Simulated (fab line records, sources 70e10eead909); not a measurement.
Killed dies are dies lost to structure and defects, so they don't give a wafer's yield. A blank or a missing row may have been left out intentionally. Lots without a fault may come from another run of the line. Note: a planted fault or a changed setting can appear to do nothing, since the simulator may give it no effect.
Chamber matching    flow nand-harc    NHARC_A_CHANNEL_FILL_D1_ETCHBACK_20 on rie-diel-05: 4 sister chambers
The step etches the open film in C4F8/O2/Ar, target depth 27 nm, time 13.5 s. 14 wafers are shown with their chamber, then 7 later ones without.

== WAFERS, EACH WITH ITS CHAMBER ==
wafer   chamber  rf-vpp-V (V)  rf-fwd-power-W (W)  oes-product-au (a.u.)
L722.2  0        977           583.1               0.94
L722.5  0        978           585.8               0.95
L722.6  1        978           586.5               0.93
L728.2  2        975           592.2               1.01
L728.5  2        974           589.7               1.00
L728.6  1        979           586.8               1.02
L727.4  0        978           588.8               1.02
L727.5  3        987           587.4               1.01
L727.6  0        978           586.3               1.01
L732.1  0        978           583.7               1.01
L732.3  2        974           592.8               1.01
L732.4  3        988           587.9               1.01
L741.1  0        978           585.1               0.99
L741.2  1        978           581.6               1.01

SIGNATURES (averages over the wafers above)
reading         chamber 0  chamber 1  chamber 2  chamber 3  scatter within a chamber
rf-vpp-V        977.83     978.33     974.33     987.50     0.516
rf-fwd-power-W  585.467    584.967    591.567    587.650    2.08
oes-product-au  0.9867     0.9867     1.0067     1.0100     0.0327
Rule: a wafer's distance from a chamber is the root of the sum, over the readings, of the square of ((its reading less the chamber's mean) divided by the reading's scatter). The wafer belongs to the nearest chamber; if the next one is less than 2 further off, it can't be placed. The scatter: take each reading less its chamber's mean, square it, sum over the shown wafers, divide by the number of wafers less the number of chambers, and take the root.

== WAFERS WHOSE CHAMBER IS MISSING ==
wafer   rf-vpp-V (V)  rf-fwd-power-W (W)  oes-product-au (a.u.)
L741.5  974           587.1               1.00
L742.3  977           586.8               1.02
L742.4  978           581.2               1.00
L742.6  979           583.6               1.01
L743.1  977           589.5               0.94
L743.2  978           585.5               0.93
L743.6  978           581.6               0.93

== WHICH CHAMBER EACH ONE RAN IN ==
wafer   from the rows above      in truth
L741.5  2                        2
L742.3  can't be placed: 0 or 1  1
L742.4  can't be placed: 1 or 0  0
L742.6  can't be placed: 1 or 0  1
L743.1  can't be placed: 0 or 1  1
L743.2  can't be placed: 0 or 1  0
L743.6  can't be placed: 1 or 0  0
Correctly placed: 1 of 7. Can't be placed from these rows: 6 (the true chamber is among the candidates in 6). Placed wrongly: 0.
